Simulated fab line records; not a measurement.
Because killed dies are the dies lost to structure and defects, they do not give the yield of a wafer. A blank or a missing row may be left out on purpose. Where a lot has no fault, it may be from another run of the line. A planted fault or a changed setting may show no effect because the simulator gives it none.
fab line records + flow n5_finfet
record:
- lots: 8
- wafers: 24
- last_day: 17
route steps=1938 shown BEOL_M11@1590 BEOL_M15@1811
lots that met no fault: taken from a fault-free run of the same line
start_h: the number of hours between the record's first day and the start of the first shown wafer of the lot + wait_h: hours elapsed since this lot's preceding step + " identical to the entry in the row above + L1.1+2: a single row standing in for several wafers + - no value, or no start was given + * or withheld: withheld + < > ~ a bound
route shown NAME@n: a module of which the file shows steps, and the number in the route of the first + usual: average and standard deviation across the fault-free wafers + same: alike in all rows + chamber/n: place in a boat + sites: the reading at each site + _std_site: the values' standard deviation + _edge_site: inner sites' mean taken away from outer sites' mean + radius_mm: for every site, how far away it sits from the centre of the wafer + mask NAME#n: copy n + behind: the tool/chamber that last shaped the wafer + hold: why the lot was held/for how many hours/how that ended + device: transistor that didn't switch, given as n, p or np + end of line: the tests these same wafers got at the end of their route + a step with no rows: only its recipe + killed: the dies lost at the first sort to structure and to defects; this is not the yield of the wafer + map: shows each die of a wafer: x if killed, . if not, _ if none is there
set.NAME: the setting the step ran with; set.NAME@STEP: the setting that earlier step ran with + model.NAME: the simulator's own value behind a step, which no gauge read
a sample of lots followed through the steps of the route, with each step as a table and each wafer as a row
services: a tool's chamber out of use, with start hour (start_h, from the record's first day; less than 0 if before it), hours out, and reason
== steps ==
step: N5_BEOL_M11_ALD_74
recipe:
- material: TaN
- target_thk_a: 20
- temp_c: 275
- ald_precursor_family: PDMAT
- ald_co_reactant: NH3
- pressure_torr: 3
- carrier_flow_sccm: 1500
- pulse_time_s: 2
- purge_time_s: 3
- co_reactant_purge_time_s: 2
- co_reactant_pulse_time_s: 3
- ald_cycles: 40
- precursor_vessel_temp_c: 75
- precursor_vessel_pressure_torr: 26.25
- precursor_vessel_carrier_sccm: 1000
usual:
- heater_power_outer_w: 241/20
- heater_power_w: 434/34
- susceptor_temp_C: 274.98/0.18
| lot.wafer | tool         | chamber | start_h | wait_h | heater_power_outer_w | heater_power_w | susceptor_temp_C |
|-----------|--------------|---------|---------|--------|----------------------|----------------|------------------|
| L341.3    | ald_metal-03 | 1       | 227.26  | 0.1    | 262                  | 434            | 274.74           |
| L341.4    | "            | 2       | "       | "      | 240                  | 425            | 274.78           |
| L341.6    | "            | 1       | "       | "      | 266                  | 447            | 274.99           |
| L342.3    | ald_metal-04 | 0       | 260.94  | 0.1    | 237                  | 462            | 275.25           |
| L342.4    | "            | 2       | "       | "      | 220                  | 407            | 275.24           |
| L342.6    | "            | 2       | "       | "      | 222                  | 428            | 275.14           |
| L344.2    | ald_metal-04 | 1       | 262.00  | 0.1    | 251                  | 458            | 274.80           |
| L344.4    | "            | 2       | "       | "      | 218                  | 433            | 275.18           |
| L344.6    | "            | 2       | "       | "      | 223                  | 420            | 274.82           |
| L353.2    | ald_metal-03 | 0       | 309.80  | 0.1    | 219                  | 406            | 274.82           |
| L353.4    | "            | 1       | "       | "      | 262                  | 438            | 275.28           |
| L353.6    | "            | 3       | "       | "      | 248                  | 479            | 274.89           |
| L352.1    | ald_metal-01 | 3       | 319.47  | 0.1    | 283                  | 491            | 275.15           |
| L352.4    | "            | 1       | "       | "      | 225                  | 388            | 275.00           |
| L352.5    | "            | 3       | "       | "      | 281                  | 497            | 275.14           |
| L355.3    | ald_metal-03 | 0       | 323.97  | 0.0    | 214                  | 403            | 274.78           |
| L355.5    | "            | 2       | "       | "      | 234                  | 421            | 274.69           |
| L355.6    | "            | 3       | "       | "      | 244                  | 472            | 274.74           |
| L358.2    | ald_metal-03 | 0       | 350.12  | 0.0    | 214                  | 409            | 274.95           |
| L358.4    | "            | 2       | "       | "      | 239                  | 424            | 274.93           |
| L358.5    | "            | 1       | "       | "      | 264                  | 435            | 274.88           |
| L361.1    | ald_metal-01 | 3       | 367.23  | 0.0    | 280                  | 486            | 274.81           |
| L361.2    | "            | 2       | "       | "      | 253                  | 453            | 275.18           |
| L361.3    | "            | 0       | "       | "      | 238                  | 411            | 275.19           |
step: N5_BEOL_M15_STRIP_36
recipe:
- chemistry: O2
- power_w: 600
- temp_c: 60
- pressure_mtorr: 30
- rf_frequency_hz: 6e+07
- bias_power_w: 0
- overash_fraction: 0.3
- o2_flow_sccm: 225
usual:
- drypump_motor_current_A: 5.8/0.51
- oes_product_au: 0.78/0.07
- rf_vpp_V: 3.5/0.88
- showerhead_plenum_p_Torr: 2.08/0.047
- temp_c: 59.98/0.11
- throttle_valve_pct: 16.67/0.26
| lot.wafer | tool        | chamber | start_h | wait_h | drypump_motor_current_A | oes_product_au | rf_hours_counter_h | rf_vpp_V | showerhead_plenum_p_Torr | temp_c | throttle_valve_pct |
|-----------|-------------|---------|---------|--------|-------------------------|----------------|--------------------|----------|--------------------------|--------|--------------------|
| L341.3    | rie_diel-02 | 3       | 258.80  | 4.4    | 5.4                     | 0.73           | 185                | 3.2      | 2.09                     | 60.21  | 16.98              |
| L341.4    | "           | 1       | "       | "      | 5.7                     | 0.79           | 113                | 3.1      | 2.02                     | 60.05  | 16.51              |
| L341.6    | "           | 0       | "       | "      | 5.4                     | 0.84           | -                  | 4.1      | 2.07                     | 59.86  | 16.35              |
| L342.3    | rie_diel-05 | 1       | 280.27  | 0.8    | 5.7                     | 0.71           | 195                | 3.3      | 2.16                     | 59.87  | 16.53              |
| L342.4    | "           | 1       | "       | "      | 5.7                     | 0.71           | -                  | 4.6      | 2.16                     | 59.83  | 16.57              |
| L342.6    | "           | 3       | "       | "      | 6.4                     | 0.80           | -                  | 3.2      | 2.05                     | 60.07  | 16.96              |
| L344.2    | rie_diel-03 | 2       | 292.39  | 0.8    | 5.7                     | 0.97           | 2                  | 3.4      | 2.16                     | 60.21  | 16.42              |
| L344.4    | "           | 0       | "       | "      | 5.3                     | 0.80           | 114                | 3.1      | 2.04                     | 60.26  | 16.70              |
| L344.6    | "           | 1       | "       | "      | 4.8                     | 0.85           | -                  | 3.9      | 2.13                     | 60.05  | 16.54              |
| L353.2    | rie_diel-05 | 3       | 340.34  | 3.2    | 6.4                     | 0.79           | 134                | 3.5      | 2.04                     | 59.79  | 16.95              |
| L353.4    | "           | 0       | "       | "      | 5.8                     | 0.92           | 15                 | 4.7      | 2.03                     | 59.95  | 16.19              |
| L353.6    | "           | 3       | "       | "      | 6.4                     | 0.79           | -                  | 2.9      | 2.04                     | 59.97  | 17.01              |
| L352.1    | rie_diel-05 | 1       | 343.35  | 1.2    | 5.6                     | 0.70           | 216                | 2.0      | 2.15                     | 60.17  | 16.57              |
| L352.4    | "           | 3       | "       | "      | 6.4                     | 0.77           | 135                | 4.2      | 2.04                     | 60.04  | 17.01              |
| L352.5    | "           | 0       | "       | "      | 5.8                     | 0.92           | -                  | 3.5      | 2.03                     | 59.98  | 16.21              |
| L355.3    | rie_diel-03 | 0       | 353.04  | 4.6    | 5.3                     | 0.78           | 136                | 2.9      | 2.03                     | 60.01  | 16.74              |
| L355.5    | "           | 1       | "       | "      | 4.8                     | 0.81           | -                  | 4.3      | 2.13                     | 59.89  | 16.57              |
| L355.6    | "           | 0       | "       | "      | 5.3                     | 0.77           | -                  | 2.7      | 2.03                     | 59.86  | 16.73              |
| L358.2    | rie_diel-05 | 0       | 370.76  | 1.2    | 5.8                     | 0.89           | 25                 | 3.1      | 2.03                     | 59.91  | 16.21              |
| L358.4    | "           | 1       | "       | "      | 5.6                     | 0.68           | 227                | 5.4      | 2.14                     | 59.85  | 16.60              |
| L358.5    | "           | 1       | "       | "      | 5.6                     | 0.68           | -                  | 2.9      | 2.14                     | 59.80  | 16.59              |
| L361.1    | rie_diel-05 | 2       | 392.19  | 2.5    | 5.9                     | 0.74           | 163                | 3.0      | 2.11                     | 60.00  | 16.61              |
| L361.2    | "           | 1       | "       | "      | 5.7                     | 0.69           | 233                | 4.3      | 2.14                     | 59.94  | 16.65              |
| L361.3    | "           | 3       | "       | "      | 6.4                     | 0.75           | 153                | 3.9      | 2.03                     | 60.07  | 17.03              |
step: N5_BEOL_M15_DEGAS_41
recipe:
- ambient: vacuum
- temp_c: 300
- time_s: 60
usual:
- heater_power_w: 457/26
- susceptor_temp_C: 300.00/0.19
| lot.wafer | tool           | chamber | start_h | wait_h | heater_power_w | susceptor_temp_C |
|-----------|----------------|---------|---------|--------|----------------|------------------|
| L341.3    | pvd_sputter-03 | -       | 259.22  | 0.1    | 472            | 299.83           |
| L341.4    | "              | -       | "       | "      | 490            | 300.08           |
| L341.6    | "              | -       | "       | "      | 456            | 299.95           |
| L342.3    | pvd_sputter-01 | -       | 281.16  | 0.6    | 450            | 300.35           |
| L342.4    | "              | -       | "       | "      | 374            | 299.55           |
| L342.6    | "              | -       | "       | "      | 447            | 300.23           |
| L344.2    | pvd_sputter-02 | -       | 293.03  | 0.3    | 452            | 299.83           |
| L344.4    | "              | -       | "       | "      | 449            | 299.96           |
| L344.6    | "              | -       | "       | "      | 442            | 299.83           |
| L353.2    | pvd_sputter-02 | -       | 340.68  | 0.0    | 439            | 299.92           |
| L353.4    | "              | -       | "       | "      | 442            | 299.73           |
| L353.6    | "              | -       | "       | "      | 449            | 299.81           |
| L352.1    | pvd_sputter-01 | -       | 344.00  | 0.3    | 386            | 300.22           |
| L352.4    | "              | -       | "       | "      | 485            | 300.09           |
| L352.5    | "              | -       | "       | "      | 468            | 299.96           |
| L355.3    | pvd_sputter-02 | -       | 353.57  | 0.2    | 453            | 300.10           |
| L355.5    | "              | -       | "       | "      | 443            | 300.22           |
| L355.6    | "              | -       | "       | "      | 454            | 299.72           |
| L358.2    | pvd_sputter-03 | -       | 371.28  | 0.2    | 464            | 300.12           |
| L358.4    | "              | -       | "       | "      | 461            | 300.06           |
| L358.5    | "              | -       | "       | "      | 474            | 299.96           |
| L361.1    | pvd_sputter-01 | -       | 393.35  | 0.8    | 440            | 299.89           |
| L361.2    | "              | -       | "       | "      | 481            | 299.70           |
| L361.3    | "              | -       | "       | "      | 465            | 300.07           |
step: N5_BEOL_M15_CMP_49
recipe:
- stop_on: SiO2
- t_overpolish_s: 4.9
- down_force_psi: 2
- platen_rpm: 80
- clearing_platen_down_force_psi: 2
- clearing_platen_rpm: 80
- post_cmp_clean: cu_alkaline
- target_thk_nm: 850
- clearing_platen_pad_velocity_m_s: 1.5917
- pad_velocity_m_s: 1.5917
usual:
- barrier_field_endpoint_s: 11.31/0.26
- clearing_platen_rpm: 79.99/0.044
- edge_zone_pressure_frac: 1.000/0.0047
- motor_current_A: 8.4/0.83
- overpolish_run_s: 4.898/0.009
- slurry_flow_ml_min: 150.0/0.47
| lot.wafer | tool   | chamber | start_h | wait_h | barrier_field_endpoint_s | clearing_platen_rpm | edge_zone_pressure_frac | motor_current_A | overpolish_run_s | slurry_flow_ml_min |
|-----------|--------|---------|---------|--------|--------------------------|---------------------|-------------------------|-----------------|------------------|--------------------|
| L341.4    | cmp-03 | 2       | 260.22  | 0.1    | 11.25                    | 80.04               | 0.993                   | 7.7             | 4.904            | 150.1              |
| L341.3    | "      | 1       | "       | "      | 11.41                    | 80.00               | 1.000                   | 7.7             | 4.894            | 149.2              |
| L341.6    | "      | 3       | "       | "      | 11.47                    | 79.91               | 1.002                   | 9.6             | 4.900            | 150.3              |
| L342.3    | cmp-01 | 0       | 282.30  | 0.2    | 11.36                    | 79.97               | 0.995                   | 7.7             | 4.906            | 150.0              |
| L342.4    | "      | 3       | "       | "      | 10.86                    | 80.03               | 0.996                   | 7.6             | 4.896            | 150.0              |
| L342.6    | "      | 0       | "       | "      | 11.19                    | 79.97               | 1.001                   | 7.2             | 4.899            | 149.6              |
| L344.4    | cmp-04 | 3       | 294.10  | 0.1    | 11.14                    | 80.01               | 0.997                   | 9.1             | 4.884            | 149.5              |
| L344.2    | "      | 0       | "       | "      | 11.09                    | 79.92               | 0.997                   | 6.9             | 4.912            | 149.6              |
| L344.6    | "      | 3       | "       | "      | 11.06                    | 80.01               | 0.999                   | 9.2             | 4.907            | 150.2              |
| L353.4    | cmp-04 | 3       | 341.99  | 0.1    | 10.90                    | 79.94               | 1.004                   | 8.8             | 4.888            | 149.7              |
| L353.2    | "      | 2       | "       | "      | 11.03                    | 79.97               | 0.996                   | 9.5             | 4.888            | 150.0              |
| L353.6    | "      | 3       | "       | "      | 11.07                    | 79.89               | 1.003                   | 9.1             | 4.900            | 149.3              |
| L352.1    | cmp-03 | 1       | 345.07  | 0.3    | 11.44                    | 80.03               | 0.995                   | 7.7             | 4.895            | 150.1              |
| L352.4    | "      | 2       | "       | "      | 11.67                    | 80.09               | 1.002                   | 7.9             | 4.896            | 149.3              |
| L352.5    | "      | 3       | "       | "      | 11.51                    | 80.06               | 0.997                   | 8.8             | 4.897            | 150.1              |
| L355.3    | cmp-01 | 1       | 354.54  | 0.2    | 11.51                    | 79.94               | 0.996                   | 8.4             | 4.912            | 149.6              |
| L355.5    | "      | 3       | "       | "      | 11.23                    | 79.93               | 1.006                   | 8.1             | 4.894            | 150.5              |
| L355.6    | "      | 0       | "       | "      | 11.40                    | 80.02               | 1.002                   | 7.5             | 4.883            | 150.0              |
| L358.2    | cmp-04 | 2       | 372.39  | 0.3    | 11.40                    | 79.93               | 1.004                   | 10.1            | 4.915            | 149.8              |
| L358.4    | "      | 3       | "       | "      | 11.32                    | 79.98               | 0.993                   | 8.8             | 4.891            | 150.0              |
| L358.5    | "      | 0       | "       | "      | 11.34                    | 79.99               | 1.005                   | 7.4             | 4.892            | 149.5              |
| L361.2    | cmp-01 | 1       | 394.48  | 0.4    | 11.43                    | 79.99               | 0.994                   | 7.9             | 4.888            | 151.0              |
| L361.1    | "      | 3       | "       | "      | 11.25                    | 80.04               | 1.004                   | 8.1             | 4.888            | 150.1              |
| L361.3    | "      | 0       | "       | "      | 11.23                    | 79.99               | 0.999                   | 7.4             | 4.902            | 149.6              |
step: N5_BEOL_M15_RC_MEAS_101
usual:
- COMB_M10: 1.4e-11/3.1e-12
- COMB_M11: 1.4e-11/3.3e-12
- COMB_M11_max_site: 2.1e-11/5.1e-12
- COMB_M12: 5.6e-12/1.4e-12
- COMB_M13: 4.1e-12/9.7e-13
- COMB_M14: 3e-12/8.4e-13
- COMB_M15: 1.8e-12/5.7e-13
- COMB_M5: 3.7e-11/7.1e-12
- COMB_M6: 2.5e-11/5.1e-12
- COMB_M7: 2.5e-11/4.6e-12
- COMB_M8: 2.5e-11/5.5e-12
- COMB_M9: 1.4e-11/3.2e-12
- SERP_M10: 3.04/0.11
- SERP_M11: 3.04/0.095
- SERP_M12: 0.631/0.022
- SERP_M12_max_site: 0.644/0.023
- SERP_M13: 0.310/0.0069
- SERP_M14: 0.160/0.007
- SERP_M5: 37.2/2
- SERP_M5_max_site: 38.7/2.2
- SERP_M6: 13.8/0.76
- SERP_M7: 13.8/0.69
- SERP_M8: 13.7/0.73
- SERP_M9: 3.05/0.1
| lot.wafer | tool      | chamber | start_h | wait_h | COMB_M10[S/m] | COMB_M11[S/m] | COMB_M11_max_site[S/m] | COMB_M12[S/m] | COMB_M13[S/m] | COMB_M14[S/m] | COMB_M15[S/m] | COMB_M5[S/m] | COMB_M6[S/m] | COMB_M7[S/m] | COMB_M8[S/m] | COMB_M9[S/m] | SERP_M10[ohm/um] | SERP_M11[ohm/um] | SERP_M12[ohm/um] | SERP_M12_max_site[ohm/um] | SERP_M13[ohm/um] | SERP_M14[ohm/um] | SERP_M5[ohm/um] | SERP_M5_max_site[ohm/um] | SERP_M6[ohm/um] | SERP_M7[ohm/um] | SERP_M8[ohm/um] | SERP_M9[ohm/um] |
|-----------|-----------|---------|---------|--------|---------------|---------------|------------------------|---------------|---------------|---------------|---------------|--------------|--------------|--------------|--------------|--------------|------------------|------------------|------------------|---------------------------|------------------|------------------|-----------------|--------------------------|-----------------|-----------------|-----------------|-----------------|
| L341.3    | prober-01 | 0       | 261.00  | 0.3    | 1.4e-11       | 1.2e-11       | 1.7e-11                | 5.5e-12       | 4.1e-12       | 2e-12         | 2e-12         | 3e-11        | 3.5e-11      | 2.7e-11      | 2.2e-11      | 1.1e-11      | 3.01             | 3.10             | 0.620            | 0.635                     | 0.311            | 0.143            | 36.1            | 37.8                     | 13.2            | 13.3            | 14.0            | 3.10            |
| L341.4    | "         | 0       | "       | "      | 1.8e-11       | 1.7e-11       | 2.4e-11                | 6.8e-12       | 5.3e-12       | 4.1e-12       | 1.7e-12       | 2.7e-11      | 2.5e-11      | 2.7e-11      | 2.2e-11      | 1.1e-11      | 3.15             | 3.05             | 0.627            | 0.635                     | 0.331            | 0.162            | 35.5            | 37.2                     | 13.6            | 14.4            | 13.4            | 2.99            |
| L341.6    | "         | 0       | "       | "      | 1.3e-11       | 1.3e-11       | 1.8e-11                | 6.4e-12       | 2.2e-12       | 4.3e-12       | 2.9e-12       | 2.9e-11      | 3.2e-11      | 2.1e-11      | 1.7e-11      | 1e-11        | 3.09             | 2.84             | 0.594            | 0.607                     | 0.313            | 0.143            | 39.8            | 40.5                     | 13.6            | 14.4            | 14.7            | 3.09            |
| L342.3    | prober-01 | 0       | 283.09  | 0.3    | 1.3e-11       | 1.6e-11       | 1.9e-11                | 6.6e-12       | 4.3e-12       | 2.5e-12       | 1.3e-12       | 4.5e-11      | 3.2e-11      | 2e-11        | 2.9e-11      | 1.2e-11      | 3.07             | 2.94             | 0.634            | 0.646                     | 0.316            | 0.151            | 42.3            | 43.9                     | 13.9            | 14.6            | 14.7            | 3.19            |
| L342.4    | "         | 0       | "       | "      | 1.8e-11       | 1.3e-11       | 1.6e-11                | 5.4e-12       | 3.3e-12       | 3.3e-12       | 1.8e-12       | 3.8e-11      | 3.2e-11      | 2.2e-11      | 3.1e-11      | 1.4e-11      | 2.96             | 3.06             | 0.641            | 0.661                     | 0.317            | 0.163            | 36.2            | 37.6                     | 13.2            | 14.5            | 13.6            | 3.12            |
| L342.6    | "         | 0       | "       | "      | 1.5e-11       | 1.3e-11       | 1.7e-11                | 4.6e-12       | 4.2e-12       | 3.1e-12       | 2.3e-12       | 4.1e-11      | 3.9e-11      | 1.8e-11      | 3.1e-11      | 1.4e-11      | 3.05             | 3.01             | 0.622            | 0.637                     | 0.320            | 0.153            | 38.4            | 40.2                     | 13.2            | 14.8            | 14.4            | 3.08            |
| L344.2    | prober-01 | 0       | 294.73  | 0.2    | 2.3e-11       | 1.4e-11       | 1.9e-11                | 6.6e-12       | 3.1e-12       | 3.5e-12       | 2.1e-12       | 3e-11        | 1.8e-11      | 2.9e-11      | 2.9e-11      | 1.3e-11      | 3.02             | 3.01             | 0.632            | 0.640                     | 0.308            | 0.169            | 33.1            | 34.6                     | 14.5            | 12.7            | 13.3            | 3.03            |
| L344.4    | "         | 0       | "       | "      | 1.5e-11       | 1e-11         | 2.7e-11                | 6.3e-12       | 3.4e-12       | 3.2e-12       | 1.4e-12       | 4.4e-11      | 1.9e-11      | 2.7e-11      | 2.5e-11      | 8e-12        | 2.75             | 3.14             | 0.633            | 0.662                     | 0.304            | 0.157            | 34.7            | 36.0                     | 14.6            | 13.5            | 13.5            | 3.09            |
| L344.6    | "         | 0       | "       | "      | 1.9e-11       | 1e-11         | 1.4e-11                | 5.8e-12       | 3.2e-12       | 2.9e-12       | 1.6e-12       | 3.4e-11      | 2e-11        | 3.1e-11      | 4.6e-11      | 1.4e-11      | 2.94             | 3.25             | 0.644            | 0.653                     | 0.302            | 0.161            | 34.0            | 35.5                     | 12.7            | 12.2            | 12.9            | 3.12            |
| L353.2    | prober-02 | 0       | 342.61  | 0.2    | 1.3e-11       | 1.3e-11       | 1.7e-11                | 5.1e-12       | 2.7e-12       | 4.3e-12       | 9e-13         | 4.2e-11      | 1.9e-11      | 2e-11        | 2.1e-11      | 1.5e-11      | 3.12             | 3.10             | 0.656            | 0.667                     | 0.309            | 0.159            | 36.5            | 38.5                     | 12.8            | 13.1            | 13.7            | 3.20            |
| L353.4    | "         | 0       | "       | "      | 1.3e-11       | 1e-11         | 2e-11                  | 4.7e-12       | 4.3e-12       | 3.8e-12       | 1.2e-12       | 3.6e-11      | 2.4e-11      | 1.9e-11      | 2.1e-11      | 1.2e-11      | 3.12             | 3.03             | 0.629            | 0.646                     | 0.312            | 0.161            | 35.5            | 36.1                     | 12.6            | 13.2            | 13.9            | 2.85            |
| L353.6    | "         | 0       | "       | "      | 1.2e-11       | 1.2e-11       | 1.4e-11                | 4.9e-12       | 3.6e-12       | 2.8e-12       | 1.5e-12       | 4.2e-11      | 1.9e-11      | 2.8e-11      | 2.6e-11      | 2.3e-11      | 3.13             | 3.04             | 0.643            | 0.654                     | 0.290            | 0.172            | 37.0            | 37.7                     | 13.0            | 13.9            | 14.7            | 3.01            |
| L352.1    | prober-01 | 0       | 345.47  | 0.0    | 1.1e-11       | 1.5e-11       | 1.9e-11                | 6.9e-12       | 4.3e-12       | 3.3e-12       | 2.4e-12       | 3.9e-11      | 3e-11        | 2.5e-11      | 3.6e-11      | 1.5e-11      | 3.10             | 3.07             | 0.657            | 0.661                     | 0.309            | 0.151            | 38.8            | 41.0                     | 12.4            | 13.2            | 12.7            | 3.01            |
| L352.4    | "         | 0       | "       | "      | 1.2e-11       | 1.3e-11       | 2e-11                  | 6.6e-12       | 4e-12         | 2.4e-12       | 2.6e-12       | 3.9e-11      | 2.3e-11      | 2.8e-11      | 2.5e-11      | 1.8e-11      | 3.00             | 3.18             | 0.643            | 0.660                     | 0.296            | 0.171            | 36.3            | 36.8                     | 13.2            | 14.4            | 14.1            | 3.24            |
| L352.5    | "         | 0       | "       | "      | 9e-12         | 1.1e-11       | 1.9e-11                | 9.7e-12       | 4.1e-12       | 3.3e-12       | 2.3e-12       | 4e-11        | 3.6e-11      | 2.7e-11      | 2.9e-11      | 1.8e-11      | 3.06             | 3.12             | 0.638            | 0.655                     | 0.303            | 0.152            | 34.1            | 36.0                     | 14.0            | 14.1            | 15.1            | 3.13            |
| L355.3    | prober-02 | 0       | 355.25  | 0.3    | 1e-11         | 1.1e-11       | 1.7e-11                | 5.8e-12       | 4.2e-12       | 2.3e-12       | 2.2e-12       | 4.3e-11      | 2.6e-11      | 3.3e-11      | 2.2e-11      | 1.4e-11      | 2.78             | 3.01             | 0.664            | 0.683                     | 0.303            | 0.161            | 35.7            | 38.6                     | 14.5            | 13.1            | 12.5            | 3.01            |
| L355.5    | "         | 0       | "       | "      | 1.1e-11       | 1.3e-11       | 2.5e-11                | 6.3e-12       | 5e-12         | 2.9e-12       | 1.9e-12       | 4.1e-11      | 3.1e-11      | 3.4e-11      | 2.5e-11      | 1.7e-11      | 2.89             | 3.04             | 0.627            | 0.637                     | 0.316            | 0.154            | 39.6            | 41.3                     | 15.0            | 12.7            | 13.0            | 2.99            |
| L355.6    | "         | 0       | "       | "      | 1.2e-11       | 1e-11         | 1.8e-11                | 5.8e-12       | 6.4e-12       | 2.9e-12       | 2.2e-12       | 2.7e-11      | 2.7e-11      | 2.6e-11      | 2.8e-11      | 1.5e-11      | 2.82             | 3.20             | 0.663            | 0.671                     | 0.306            | 0.160            | 37.9            | 41.4                     | 15.5            | 14.0            | 13.1            | 3.20            |
| L358.2    | prober-02 | 0       | 372.95  | 0.2    | 1.8e-11       | 1.4e-11       | 2e-11                  | 4.7e-12       | 4.2e-12       | 3e-12         | 1.3e-12       | 5.3e-11      | 2.2e-11      | 2.4e-11      | 3.2e-11      | 1.3e-11      | 2.83             | 2.97             | 0.619            | 0.634                     | 0.312            | 0.154            | 37.1            | 38.9                     | 13.3            | 13.7            | 13.7            | 3.16            |
| L358.4    | "         | 0       | "       | "      | 1.8e-11       | 2.3e-11       | 3.6e-11                | 6.9e-12       | 2.9e-12       | 2.1e-12       | 1.6e-12       | 4.2e-11      | 2.8e-11      | 2.9e-11      | 2.8e-11      | 1.8e-11      | 2.78             | 3.07             | 0.672            | 0.687                     | 0.318            | 0.170            | 38.8            | 41.3                     | 14.2            | 13.2            | 14.1            | 3.08            |
| L358.5    | "         | 0       | "       | "      | 1.3e-11       | 2.4e-11       | 5e-11                  | 3.6e-12       | 2.5e-12       | 2e-12         | 1.8e-12       | 3.6e-11      | 2.6e-11      | 2.6e-11      | 3.9e-11      | 2.1e-11      | 2.96             | 2.92             | 0.654            | 0.670                     | 0.297            | 0.147            | 35.9            | 37.6                     | 12.9            | 14.1            | 13.5            | 3.16            |
| L361.1    | prober-02 | 0       | 394.96  | 0.0    | 1e-11         | 9e-12         | 1.2e-11                | 3.7e-12       | 5.2e-12       | 2e-12         | 9e-13         | 2.4e-11      | 2.4e-11      | 2.2e-11      | 2.1e-11      | 1.5e-11      | 3.04             | 3.03             | 0.615            | 0.629                     | 0.297            | 0.153            | 34.6            | 36.1                     | 14.6            | 13.1            | 13.7            | 3.13            |
| L361.2    | "         | 0       | "       | "      | 1.3e-11       | 1.3e-11       | 2.2e-11                | 3.6e-12       | 5.8e-12       | 3.2e-12       | 1.1e-12       | 3.6e-11      | 1.7e-11      | 3.3e-11      | 3.3e-11      | 1.6e-11      | 3.08             | 2.99             | 0.603            | 0.619                     | 0.315            | 0.155            | 40.3            | 42.0                     | 13.4            | 13.8            | 13.2            | 3.06            |
| L361.3    | "         | 0       | "       | "      | 1.1e-11       | 1.2e-11       | 1.6e-11                | 4.6e-12       | 6.1e-12       | 2.5e-12       | 1.3e-12       | 3.9e-11      | 1.8e-11      | 3.2e-11      | 3.7e-11      | 1.2e-11      | 3.00             | 3.10             | 0.606            | 0.623                     | 0.312            | 0.165            | 36.2            | 38.3                     | 15.2            | 13.7            | 14.4            | 3.01            |
== services ==
| tool           | chamber | start_h | hours | kind                           |
|----------------|---------|---------|-------|--------------------------------|
| cmp-04         | -       | 207.57  | 24.7  | pm                             |
| cmp-03         | -       | 238.49  | 1.3   | repair                         |
| cmp-03         | -       | 245.04  | 4.0   | pm                             |
| cmp-03         | -       | 249.04  | -     | consumable_replace:conditioner |
| rie_diel-02    | -       | 249.58  | 2.8   | pm                             |
| ald_metal-04   | -       | 249.82  | 6.0   | pm                             |
| cmp-04         | -       | 253.65  | 0.9   | repair                         |
| ald_metal-03   | -       | 268.61  | 2.8   | pm                             |
| rie_diel-05    | 0       | 269.66  | -     | clean                          |
| rie_diel-05    | 0       | 269.66  | -     | consumable_replace:focus_ring  |
| rie_diel-05    | 0       | 269.66  | 24.8  | scheduled_down                 |
| rie_diel-05    | 0       | 269.66  | 24.8  | vent_cycle                     |
| ald_metal-04   | 2       | 305.68  | 30.8  | repair                         |
| cmp-04         | -       | 310.99  | 4.0   | pm                             |
| cmp-04         | -       | 314.99  | -     | consumable_replace:conditioner |
| cmp-04         | -       | 314.99  | -     | consumable_replace:pad         |
| ald_metal-04   | 3       | 336.47  | 2.8   | repair                         |
| ald_metal-04   | -       | 337.25  | 14.0  | pm                             |
| pvd_sputter-01 | -       | 346.24  | 2.4   | repair                         |
| rie_diel-05    | 2       | 348.81  | 20.3  | repair                         |
| cmp-01         | -       | 375.29  | 0.6   | repair                         |
| ald_metal-01   | 0       | 377.80  | 3.3   | repair                         |
| cmp-03         | -       | 378.78  | 0.8   | repair                         |
| cmp-04         | -       | 391.33  | 3.5   | pm                             |
== key ==
first_sign:
- step: N5_BEOL_M15_RC_MEAS_101
- reading: COMB_M11_max_site
- direction: up
- sigmas: 5.7
- usual: 2.1e-11
- struck: 5e-11
effect none on later readings
met_at N5_BEOL_M11_ALD_74
struck_lots L358
struck_wafers L358.5
not_acting_at N5_BEOL_M15_STRIP_36,N5_BEOL_M15_DEGAS_41,N5_BEOL_M15_CMP_49
onset_between 309.80 350.12
fault:
- kind: site_profile_drift
- tool: ald_metal-03
- chamber: 1
- onset_h: 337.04
- steps: N5_BEOL_M11_ALD_74
- basis: fraction
- max_abs_drift: 0.24804
- slope_share_per_hr: 55.12
- site_pattern: 0,0,0,0,0,-1,-1,-1,-1
